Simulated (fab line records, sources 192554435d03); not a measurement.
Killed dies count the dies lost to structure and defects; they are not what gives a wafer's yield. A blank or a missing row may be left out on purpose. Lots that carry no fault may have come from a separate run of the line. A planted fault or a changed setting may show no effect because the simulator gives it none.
fab line records | flow n5Finfet
record lots=9 wafers=25 lastDay=18
route steps=1938 shown GATE_CUT@473 BEOL_M4@1111 PASSIVATION@1936
lots that met no fault: from a run of the same line without faults
startH: hours from the record's opening day to when the first of the lot's shown wafers began | waitH: time in hours since the lot's previous step | " the same as in the row above | L1.1+2: a row that stands for several wafers | - value missing, or start not given | * or withheld: withheld | < > ~ a bound
route shown NAME@n: NAME is a module with steps in the file, n the number in the route of the first one | usual: mean and standard deviation over wafers with no fault | same: alike in all rows | chamber/n: place in a boat | sites: each site's reading | _std_site: the standard deviation of these | _edge_site: mean of outer sites minus mean of inner sites | radiusMm: for every site, how far away it sits from the centre of the wafer | mask NAME#n: copy n | behind: tool/chamber where the wafer was last shaped | hold: reason for holding the lot/hours on hold/outcome of the hold | device: whichever transistor did not switch (one of n, p or np) | end of line: at the end of the route, the tests of the same wafers | a step given without rows: its recipe and nothing more | killed: dies lost to structure and defects at the first sort, not the wafer's yield | map: per-die view of a wafer (x killed, . not killed, _ where there is no die)
set.NAME: the setting the step ran with; set.NAME@STEP: the setting that earlier step ran with | model.NAME: the simulator's own value behind a step, which no gauge read
the route's steps for a sample of lots (tables are steps, rows are wafers)
services: from which hour (startH, from the record's first day; less than 0 if before it) a tool's chamber was out of use, for how many hours, and why
## steps
# step N5_GATE_CUT_SAC_CAP_01
# recipe material=SiNx targetThkA=240 tempC=400 aldPrecursorFamily=SiH2I2 aldCoReactant=N2/H2-plasma pulseTimeS=1 aldCycles=480 purgeTimeS=2 coReactantPurgeTimeS=2 pressureTorr=2
# usual heaterPowerW=875/100 precursorPulseHeightRel=1.001/0.018
# same coReactantPurgeTimeS=2
# columns lot.wafer tool chamber startH waitH heaterPowerW precursorPulseHeightRel
L301.2 aldSin-04 0 81.34 0.0 887 1.028
L301.3 " 1 " " 785 1.045
L301.4 " 2 " " 931 0.999
L302.1 aldSin-04 1 87.41 0.3 796 1.016
L302.4 " 0 " " 882 1.031
L302.6 " 3 88.50 1.4 748 0.997
L307.5 aldSin-03 0 122.64 1.4 865 0.969
L307.6 " 3 " " 1055 1.017
L310.1 aldSin-04 3 134.47 0.0 762 1.001
L310.3 " 1 " " 797 1.011
L310.4 " 2 " " 963 0.988
L314.1 aldSin-03 1 159.60 0.5 839 1.005
L314.3 " 2 " " 743 1.021
L314.6 " 1 160.69 1.6 818 1.005
L315.2 aldSin-04 0 165.09 0.0 910 0.974
L315.3 " 1 " " 797 1.017
L315.6 " 3 166.18 1.1 777 1.021
L317.1 aldSin-04 0 174.37 0.0 918 1.029
L317.2 " 2 " " 965 1.016
L317.3 " 1 " " 773 1.002
L323.1 aldSin-04 3 214.28 0.0 785 0.964
L323.4 " 1 " " 797 0.987
L323.6 " 2 215.37 1.1 964 0.992
L324.1 aldSin-04 1 221.27 0.1 788 1.012
L324.4 " 3 222.35 1.1 752 0.974
# step N5_GATE_CUT_CMP_02
# recipe stopOn=SiO2 tOverpolishS=12.7 postCmpClean=alkalineBrush downForcePsi=2.5 platenRpm=51.8 padVelocityMS=1.0307 targetThkNm=0
# usual motorCurrentA=8.8/1.1 overpolishRunS=12.700/0.0086 slurryFilterDpKPa=13.50/0.12 timeToEndpointS=24.1/2.3
# columns lot.wafer tool chamber startH waitH motorCurrentA overpolishRunS slurryFilterDpKPa timeToEndpointS
L301.4 cmp-02 1 83.61 0.0 7.4 12.704 13.62 27.3
L301.2 " 2 " " 7.6 12.688 13.40 26.7
L301.3 " 3 " " 10.3 12.703 13.41 22.5
L302.1 cmp-02 0 89.73 0.1 9.0 12.690 13.53 22.2
L302.4 " 2 " " 7.8 12.684 13.63 25.0
L302.6 " 0 " " 9.0 12.712 13.44 22.6
L307.6 cmp-02 1 123.98 0.2 7.9 12.686 13.37 24.8
L307.5 " 2 " " 8.0 12.705 13.43 24.2
L310.1 cmp-04 0 136.74 0.1 9.5 12.696 13.42 22.5
L310.4 " 1 " " 8.8 12.695 13.55 24.9
L310.3 " 3 " " 8.9 12.705 13.49 24.2
L314.3 cmp-02 2 161.91 0.1 7.7 12.694 13.64 25.6
L314.1 " 1 " " 7.3 12.708 13.61 25.0
L314.6 " 2 " " 7.6 12.701 13.55 28.6
L315.2 cmp-02 1 167.36 0.1 8.0 12.705 13.26 26.9
L315.3 " 3 " " 10.7 12.692 13.52 23.7
L315.6 " 1 " " 7.9 12.706 13.67 27.5
L317.2 cmp-02 0 176.66 0.1 9.5 12.693 13.53 22.8
L317.1 " 1 " " 7.8 12.700 13.60 22.5
L317.3 " 3 " " 10.0 12.688 13.61 20.9
L323.4 cmp-03 1 216.59 0.1 10.4 12.704 13.49 22.6
L323.1 " 3 " " 8.2 12.684 13.55 29.9
L323.6 " 0 " " 7.3 12.710 13.39 27.6
L324.4 cmp-02 1 223.60 0.1 7.4 12.697 13.62 24.0
L324.1 " 2 " " 8.1 12.704 13.66 28.9
# step N5_GATE_CUT_STRIP_42
# recipe chemistry=O2 powerW=400 tempC=40 pressureMtorr=30 rfFrequencyHz=6e+07 biasPowerW=0 overashFraction=0.3 o2FlowSccm=225
# usual biasPowerW=0/0 chamberPressureMTorr=30.003/0.027 drypumpMotorCurrentA=5.62/0.29 o2FlowSccm=225.0/0.73 oesProductAu=0.76/0.071 overashFraction=0.3/0 rfVppV=3.7/0.43 showerheadPlenumPTorr=2.13/0.045 throttleValvePct=16.68/0.25
# columns lot.wafer tool chamber startH waitH biasPowerW chamberPressureMTorr drypumpMotorCurrentA o2FlowSccm oesProductAu overashFraction rfHoursCounterH rfVppV showerheadPlenumPTorr throttleValvePct
L301.2 rieDiel-05 0 84.77 0.0 0 29.940 6.05 224.9 0.78 0.3 140 3.9 2.19 16.50
L301.3 " 3 " " 0 29.973 5.55 225.0 0.71 0.3 189 4.5 2.09 16.92
L301.4 " 2 " " 0 29.991 5.53 225.6 0.90 0.3 24 3.9 2.13 16.49
L302.1 rieDiel-05 2 91.03 0.0 0 30.029 5.54 223.3 0.89 0.3 26 4.1 2.13 16.50
L302.4 " 3 " " 0 30.039 5.53 225.0 0.71 0.3 191 3.3 2.09 16.92
L302.6 " 2 " " 0 30.051 5.55 225.1 0.88 0.3 - 4.0 2.13 16.51
L307.5 rieDiel-01 1 125.01 0.0 0 29.994 5.98 224.5 0.70 0.3 - 3.3 2.19 17.16
L307.6 " 0 " " 0 30.058 6.07 224.9 0.66 0.3 - 4.0 2.17 17.14
L310.1 rieDiel-06 2 137.77 0.0 0 30.032 5.56 225.3 0.72 0.3 179 3.7 2.10 16.86
L310.3 " 0 " " 0 30.009 5.82 225.1 0.74 0.3 156 3.2 2.16 16.56
L310.4 " 3 " " 0 30.021 5.30 224.2 0.86 0.3 - 3.3 2.04 16.56
L314.1 rieDiel-05 2 163.08 0.0 - - - - - - - - - -
L314.3 " 0 " " - - - - - - - - - -
L314.6 " 0 " " - - - - - - - - - -
L315.2 rieDiel-01 0 168.52 0.0 - - - - - - - - - -
L315.3 " 1 " " - - - - - - - - - -
L315.6 " 1 " " - - - - - - - - - -
L317.1 rieDiel-05 2 178.55 0.0 0 30.030 5.55 225.8 0.85 0.3 51 3.8 2.12 16.52
L317.2 " 0 " " 0 29.990 6.06 225.7 0.75 0.3 166 3.4 2.18 16.56
L317.3 " 3 " " 0 30.002 5.57 224.8 0.70 0.3 215 3.5 2.08 16.95
L323.1 rieDiel-05 0 218.00 0.0 0 29.949 6.01 225.0 0.74 0.3 177 4.2 2.18 16.57
L323.4 " 3 " " 0 30.024 5.54 224.5 0.69 0.3 227 3.0 2.07 16.97
L323.6 " 0 " " 0 30.040 6.00 225.9 0.75 0.3 - 3.9 2.18 16.57
L324.1 rieDiel-05 3 224.72 0.0 0 30.016 5.55 226.6 0.68 0.3 228 3.0 2.07 16.98
L324.4 " 1 " " 0 30.018 5.29 225.2 0.79 0.3 100 3.7 2.12 16.47
# step N5_GATE_CUT_ETCH_19
# recipe chemistry=CH3F/O2 target=SiNx maskMaterial=SiO2 targetDepthA=537 timeS=76.7 pressureMtorr=30 sourceW=395 biasW=73 Ar_flow_sccm=150 CH3F_flow_sccm=30 O2_flow_sccm=20 ionEnergyEv=120 ends=cleared
# usual CH3F_flow_sccm=30.01/0.088 O2_flow_sccm=19.99/0.059 drypumpMotorCurrentA=5.61/0.29 etchRfOnTimeS=76.9/1.3 oesProductAu=0.65/0.061 rfVppV=298/4.8 showerheadPlenumPTorr=2.03/0.046 throttleValvePct=16.35/0.2
# columns lot.wafer tool chamber startH waitH CH3F_flow_sccm O2_flow_sccm drypumpMotorCurrentA etchRfOnTimeS oesProductAu rfHoursCounterH rfVppV showerheadPlenumPTorr throttleValvePct
L301.2 rieDiel-05 0 84.81 0.0 30.13 20.16 6.05 76.6 0.66 140 301 2.11 16.25
L301.3 " 3 " " 29.93 19.97 5.55 77.5 0.61 189 295 1.99 16.55
L301.4 " 2 " " 30.00 19.98 5.54 77.4 0.76 24 303 2.04 16.25
L302.1 rieDiel-05 2 91.07 0.0 30.01 19.89 5.56 76.2 0.77 26 305 2.04 16.22
L302.4 " 3 " " 30.01 20.05 5.55 77.4 0.61 191 296 1.98 16.56
L302.6 " 2 " " 30.05 19.94 5.55 76.1 0.76 - 305 2.04 16.24
L307.5 rieDiel-01 1 125.07 0.0 30.15 19.94 5.93 76.9 0.61 - 300 2.05 16.65
L307.6 " 0 " " 30.06 20.01 6.09 78.7 0.57 - 294 2.03 16.61
L310.1 rieDiel-06 2 137.81 0.0 30.07 20.07 5.54 78.2 0.62 179 289 2.00 16.52
L310.3 " 0 " " 29.88 20.04 5.83 79.5 0.63 156 297 2.08 16.35
L310.4 " 3 " " 30.05 19.96 5.27 75.7 0.73 - 292 1.95 16.25
L314.1 rieDiel-05 2 163.12 0.0 30.01 20.04 5.55 75.9 0.73 46 303 2.04 16.27
L314.3 " 0 " " 29.97 20.06 6.02 75.5 0.64 162 300 2.10 16.30
L314.6 " 0 " " 30.04 20.04 6.03 75.4 0.65 - 301 2.10 16.30
L315.2 rieDiel-01 0 168.56 0.0 29.97 19.94 6.07 78.1 0.78 8 293 2.03 16.15
L315.3 " 1 " " 30.14 19.97 5.95 77.1 0.60 226 300 2.05 16.70
L315.6 " 1 " " 30.04 20.09 5.95 76.7 0.60 - 301 2.05 16.69
L317.1 rieDiel-05 2 178.59 0.0 30.01 20.01 5.55 76.2 0.73 51 305 2.03 16.28
L317.2 " 0 " " 30.01 19.95 6.02 75.7 0.64 166 300 2.10 16.29
L317.3 " 3 " " 29.98 19.98 5.53 77.4 0.60 215 295 1.98 16.62
L323.1 rieDiel-05 0 218.04 0.0 29.95 19.92 6.06 75.5 0.64 177 301 2.10 16.33
L323.4 " 3 " " 30.06 20.00 5.53 77.7 0.59 227 295 1.97 16.62
L323.6 " 0 " " 30.11 19.89 6.06 75.7 0.63 - 300 2.09 16.34
L324.1 rieDiel-05 3 224.76 0.0 29.92 19.85 5.55 77.5 0.59 228 295 1.97 16.64
L324.4 " 1 " " 29.90 19.94 5.26 75.0 0.69 100 305 2.00 16.05
# step N5_BEOL_M4_RC_MEAS_101
# usual DIBL_N=35.8/1.5 DIBL_P=35.9/1.8 IOFF_N=0.152/0.025 IOFF_P=0.21/0.031 ION_N=672/11 ION_P=462/7.4 SS_N=71.5/0.52 SS_P=73.2/0.54 VT_N=250/3 VT_P=-250/3.3
# columns lot.wafer tool chamber startH waitH DIBL_N[mV/V] DIBL_P[mV/V] IOFF_N[nA/um] IOFF_P[nA/um] ION_N[uA/um] ION_P[uA/um] SS_N[mV/dec] SS_P[mV/dec] VT_N[mV] VT_P[mV]
L302.1 prober-01 0 166.18 0.0 35.7 36.5 0.146 0.19 670 454 72.9 72.9 251 -253
L302.4 " 0 " " 38.0 38.4 0.192 0.21 672 457 73.0 73.7 250 -249
L302.6 " 0 " " 37.1 37.1 0.176 0.20 682 455 72.7 73.0 251 -249
L301.2 prober-02 0 172.02 0.2 37.7 37.6 0.168 0.25 681 470 71.9 73.4 250 -247
L301.3 " 0 " " 35.8 35.2 0.146 0.20 669 463 71.5 73.2 250 -248
L301.4 " 0 " " 35.6 36.1 0.145 0.22 672 472 71.4 72.5 251 -248
L307.5 prober-02 0 219.01 0.6 36.8 38.6 0.155 0.19 678 459 71.0 73.4 252 -252
L307.6 " 0 " " 37.5 38.5 0.170 0.20 676 463 70.9 73.9 251 -254
L310.1 prober-01 0 230.98 0.0 35.9 35.9 0.158 0.21 673 464 71.3 72.6 248 -245
L310.3 " 0 " " 36.2 36.9 0.169 0.23 684 469 71.0 73.7 248 -248
L310.4 " 0 " " 35.8 36.0 0.161 0.21 685 466 70.9 73.8 248 -251
L314.1 prober-02 0 244.23 0.0 34.0 33.2 0.117 0.17 659 461 71.1 73.0 251 -252
L314.3 " 0 " " 33.8 33.3 0.122 0.18 655 455 70.5 72.8 252 -252
L314.6 " 0 " " 34.7 34.0 0.126 0.18 666 454 71.7 73.1 253 -252
L315.2 prober-01 0 246.47 0.2 35.0 34.8 0.141 0.19 677 463 71.7 72.9 249 -253
L315.3 " 0 " " 35.6 35.4 0.143 0.20 667 464 71.7 73.0 253 -251
L315.6 " 0 " " 35.9 36.6 0.164 0.22 678 466 71.9 73.7 248 -249
L317.1 prober-01 0 263.71 0.0 37.7 38.6 0.218 0.29 700 484 72.0 74.3 244 -243
L317.2 " 0 " " 36.0 35.8 0.172 0.23 676 465 71.6 72.8 245 -248
L317.3 " 0 " " 36.5 38.0 0.196 0.28 706 489 72.4 73.7 245 -243
L323.1 prober-01 0 303.34 0.0 36.0 35.4 0.146 0.22 676 467 71.5 73.1 251 -249
L323.4 " 0 " " 35.9 35.9 0.154 0.23 678 466 71.8 73.0 246 -248
L323.6 " 0 " " 35.4 35.1 0.144 0.21 693 468 71.3 72.4 251 -248
L324.1 prober-02 0 321.00 0.0 35.6 35.7 0.151 0.21 666 465 71.9 73.4 251 -251
L324.4 " 0 " " 35.0 34.9 0.137 0.19 675 472 71.3 72.8 256 -253
# step N5_PASSIVATION_PROBE_49
# usual defectLimitedYield=91.7/1.7 killed_at_M0_to_M3=34/10 killed_at_M4_up=13/5.1 killedAtContacts=12/6.2 killedAtFrontEnd=36/12 killedAtOther=3.2/2.6 killedDies=98/20 killedOnRim=13/4.5 killedOpen=65/13 killedShort=32/8.4 sort_bin_5_function=4.8/1.1 sort_bin_6_memory=3.2/0.74 sortNPass=1082/20 sortYieldPct=91.7/1.7
# same grossDies=1180 killedAtBackSide=0 sort_bin_4_leakage[%]=0 sort_bin_8_speed[%]=0
# columns lot.wafer tool chamber startH waitH defectLimitedYield[%] killed_at_M0_to_M3 killed_at_M4_up killedAtContacts killedAtFrontEnd killedAtOther killedDies killedOnRim killedOpen killedShort sort_bin_5_function[%] sort_bin_6_memory[%] sortNPass sortYieldPct[%]
L301.2 prober-01 - 273.70 0.1 92.1 38 8 15 32 0 93 12 62 30 4.6 2.9 1087 92.1
L301.3 prober-01 - 273.75 0.1 91.3 58 12 8 24 1 103 13 65 38 5.1 3.0 1077 91.3
L301.4 prober-01 - 273.80 0.2 93.0 34 11 9 27 2 83 18 61 19 4.9 1.9 1097 93.0
L307.6 prober-02 - 327.39 0.3 93.4 16 8 14 38 2 78 12 56 22 3.6 2.8 1102 93.4
L310.1 prober-02 - 331.27 0.0 88.7 35 13 10 73 2 133 20 81 51 6.9 3.9 1047 88.7
L310.3 prober-02 - 331.37 0.1 87.1 73 13 4 56 6 152 24 87 64 6.9 5.3 1028 87.1
L310.4 prober-02 - 331.42 0.2 88.9 38 23 12 54 4 131 17 78 53 6.9 4.0 1049 88.9
L314.1 prober-01 - 350.89 0.0 93.4 29 11 14 23 1 78 10 54 22 4.0 2.5 1102 93.4
L314.3 prober-01 - 350.99 0.1 93.5 28 7 7 33 2 77 8 54 22 3.9 2.5 1103 93.5
L314.6 prober-01 - 351.14 0.3 91.9 32 15 13 34 1 95 18 69 25 5.1 2.8 1085 91.9
L317.1 prober-02 - 368.40 0.0 91.5 40 14 7 39 0 100 14 67 32 4.6 3.5 1080 91.5
L317.2 prober-02 - 368.45 0.1 90.9 43 17 8 39 0 107 13 65 40 4.7 3.9 1073 90.9
L317.3 prober-02 - 368.50 0.1 88.5 62 10 19 41 4 136 18 92 44 7.3 3.8 1044 88.5
L323.1 prober-02 - 412.92 0.0 90.8 39 9 14 42 5 109 11 78 30 5.5 3.1 1071 90.8
L323.4 prober-02 - 413.07 0.2 93.4 27 6 8 33 4 78 9 47 29 3.9 2.4 1102 93.4
L323.6 prober-02 - 413.17 0.3 91.3 30 13 12 42 6 103 13 70 31 5.9 2.5 1077 91.3
# killed by level:class
L301.2 BEOL_M0_SAQP:geometricParticle:short=13 MOL_CONTACT_COAG:geometricParticle:open=12 FIN_SAQP:geometricParticle:open=9 BEOL_M0_SAQP:geometricParticle:open=8 BEOL_M1:geometricParticle:open=6 FIN_SAQP:geometricParticle:short=5 STI_FIN_REVEAL:geometricParticle:open=4 BEOL_M2:geometricParticle:open=4
L301.3 BEOL_M0_SAQP:geometricParticle:short=18 BEOL_M0_SAQP:geometricParticle:open=12 BEOL_M1:geometricParticle:open=10 BEOL_M2:geometricParticle:open=9 MOL_CONTACT_COAG:geometricParticle:open=6 BEOL_M4:geometricParticle:open=6 FIN_SAQP:geometricParticle:short=5 FIN_SAQP:geometricParticle:open=4
L301.4 BEOL_M1:geometricParticle:open=12 MOL_CONTACT_COAG:geometricParticle:open=9 BEOL_M3:geometricParticle:open=6 STI_FIN_REVEAL:geometricParticle:open=5 GATE_CUT:geometricParticle:open=5 BEOL_M0_SAQP:geometricParticle:short=4 BEOL_M2:geometricParticle:open=4 DUMMY_GATE:geometricParticle:open=3
L307.6 MOL_CONTACT_COAG:geometricParticle:open=12 STI_FIN_REVEAL:geometricParticle:open=9 FIN_SAQP:geometricParticle:short=7 BEOL_M3:geometricParticle:open=6 FIN_SAQP:geometricParticle:open=5 STARTING-WAFER:geometricParticle:open=5 BEOL_M1:geometricParticle:open=4 BEOL_M2:geometricParticle:open=3
L310.1 FIN_SAQP:geometricParticle:short=23 FIN_SAQP:geometricParticle:open=11 STI_FIN_REVEAL:geometricParticle:open=11 BEOL_M0_SAQP:geometricParticle:open=9 DUMMY_GATE:geometricParticle:open=8 MOL_CONTACT_COAG:geometricParticle:open=8 BEOL_M0_SAQP:geometricParticle:short=8 BEOL_M0:geometricParticle:open=8
L310.3 BEOL_M0_SAQP:geometricParticle:short=21 BEOL_M0_SAQP:geometricParticle:open=18 FIN_SAQP:geometricParticle:open=16 BEOL_M1:geometricParticle:open=16 BEOL_M1:geometricParticle:short=9 STI_FIN_REVEAL:geometricParticle:open=8 DUMMY_GATE:geometricParticle:open=8 BEOL_M4:geometricParticle:short=8
L310.4 FIN_SAQP:geometricParticle:short=17 BEOL_M0_SAQP:geometricParticle:short=14 FIN_SAQP:geometricParticle:open=13 BEOL_M0_SAQP:geometricParticle:open=12 DUMMY_GATE:geometricParticle:open=9 MOL_CONTACT_COAG:geometricParticle:open=9 BEOL_M4:geometricParticle:open=9 BEOL_M4:geometricParticle:short=6
L314.1 MOL_CONTACT_COAG:geometricParticle:open=14 FIN_SAQP:geometricParticle:short=5 BEOL_M1:geometricParticle:open=5 BEOL_M2:geometricParticle:open=5 STARTING-WAFER:geometricParticle:short=4 BEOL_M0_SAQP:geometricParticle:open=4 BEOL_M0_SAQP:geometricParticle:short=4 BEOL_M3:geometricParticle:open=4
L314.3 FIN_SAQP:geometricParticle:open=10 MOL_CONTACT_COAG:geometricParticle:open=7 BEOL_M2:geometricParticle:open=7 FIN_SAQP:geometricParticle:short=5 STI_FIN_REVEAL:geometricParticle:open=4 BEOL_M0_SAQP:geometricParticle:open=4 BEOL_M0_SAQP:geometricParticle:short=4 BEOL_M1:geometricParticle:open=4
L314.6 MOL_CONTACT_COAG:geometricParticle:open=11 BEOL_M0_SAQP:geometricParticle:open=11 FIN_SAQP:geometricParticle:short=8 BEOL_M2:geometricParticle:open=8 BEOL_M4:geometricParticle:open=7 FIN_SAQP:geometricParticle:open=4 STI_FIN_REVEAL:geometricParticle:open=4 DUMMY_GATE:geometricParticle:open=4
L317.1 BEOL_M0_SAQP:geometricParticle:open=18 FIN_SAQP:geometricParticle:open=10 BEOL_M3:geometricParticle:open=9 MOL_CONTACT_COAG:geometricParticle:open=7 BEOL_M4:geometricParticle:open=6 FIN_SAQP:geometricParticle:short=5 STI_FIN_REVEAL:geometricParticle:open=5 DUMMY_GATE:geometricParticle:short=5
L317.2 STI_FIN_REVEAL:geometricParticle:open=16 BEOL_M0_SAQP:geometricParticle:short=12 BEOL_M4:geometricParticle:open=11 FIN_SAQP:geometricParticle:short=10 BEOL_M0_SAQP:geometricParticle:open=8 BEOL_M1:geometricParticle:open=7 MOL_CONTACT_COAG:geometricParticle:open=6 BEOL_M3:geometricParticle:open=6
L317.3 BEOL_M0_SAQP:geometricParticle:open=17 BEOL_M0_SAQP:geometricParticle:short=15 MOL_CONTACT_COAG:geometricParticle:open=15 BEOL_M3:geometricParticle:open=14 STI_FIN_REVEAL:geometricParticle:open=13 FIN_SAQP:geometricParticle:open=7 FIN_SAQP:geometricParticle:short=6 GATE_CUT:geometricParticle:short=6
L323.1 MOL_CONTACT_COAG:geometricParticle:open=11 FIN_SAQP:geometricParticle:open=10 BEOL_M2:geometricParticle:open=8 BEOL_M0_SAQP:geometricParticle:short=7 BEOL_M1:geometricParticle:open=6 BEOL_M3:geometricParticle:open=6 DUMMY_GATE:geometricParticle:open=5 BEOL_M0_SAQP:geometricParticle:open=5
L323.4 BEOL_M2:geometricParticle:open=7 ILD0:geometricParticle:short=6 BEOL_M0_SAQP:geometricParticle:short=6 MOL_CONTACT_COAG:geometricParticle:open=5 BEOL_M1:geometricParticle:open=5 FIN_SAQP:geometricParticle:short=4 FIN_SAQP:geometricParticle:open=4 STI_FIN_REVEAL:geometricParticle:open=4
L323.6 FIN_SAQP:geometricParticle:short=12 BEOL_M4:geometricParticle:open=10 MOL_CONTACT_COAG:geometricParticle:open=9 FIN_SAQP:geometricParticle:open=8 STI_FIN_REVEAL:geometricParticle:open=7 BEOL_M1:geometricParticle:open=6 BEOL_M0_SAQP:geometricParticle:open=5 BEOL_M0_SAQP:geometricParticle:short=4
## services
# columns tool chamber startH hours kind
cmp-04 - 69.92 2.6 repair
rieDiel-05 1 73.51 5.2 repair
cmp-04 - 83.76 4.7 repair
cmp-03 - 85.91 4.0 pm
cmp-04 - 93.41 7.4 repair
cmp-04 - 121.33 0.2 repair
cmp-02 - 124.58 4.0 pm
cmp-02 - 128.58 - consumableReplace:conditioner
cmp-02 - 128.58 - consumableReplace:pad
rieDiel-06 1 130.63 9.8 repair
cmp-03 - 138.26 2.5 repair
rieDiel-06 2 149.71 12.8 repair
cmp-02 - 156.86 4.1 repair
rieDiel-01 3 157.99 1.5 repair
cmp-02 - 173.70 1.1 repair
cmp-03 - 176.83 0.3 repair
rieDiel-06 1 177.25 22.2 repair
cmp-03 - 177.29 0.4 repair
aldSin-03 - 177.36 14.0 pm
cmp-04 - 193.84 4.0 pm
rieDiel-06 2 194.15 4.6 repair
cmp-04 - 210.32 21.3 pm
aldSin-04 2 218.00 5.9 repair
cmp-02 - 223.08 0.3 repair
## key
firstSign step=N5_GATE_CUT_STRIP_42 reading=toolRecord direction=missing
effect none on later readings
metAt N5_GATE_CUT_STRIP_42
struckLots L314,L315
notActingAt N5_GATE_CUT_SAC_CAP_01,N5_GATE_CUT_CMP_02,N5_GATE_CUT_ETCH_19
onsetBetween 125.01 163.08
fault kind=skippedStepWhole tool=rieDiel-01,rieDiel-05 chamber=- onsetH=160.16 steps=N5_GATE_CUT_STRIP_42 scope=struckLotsOnly
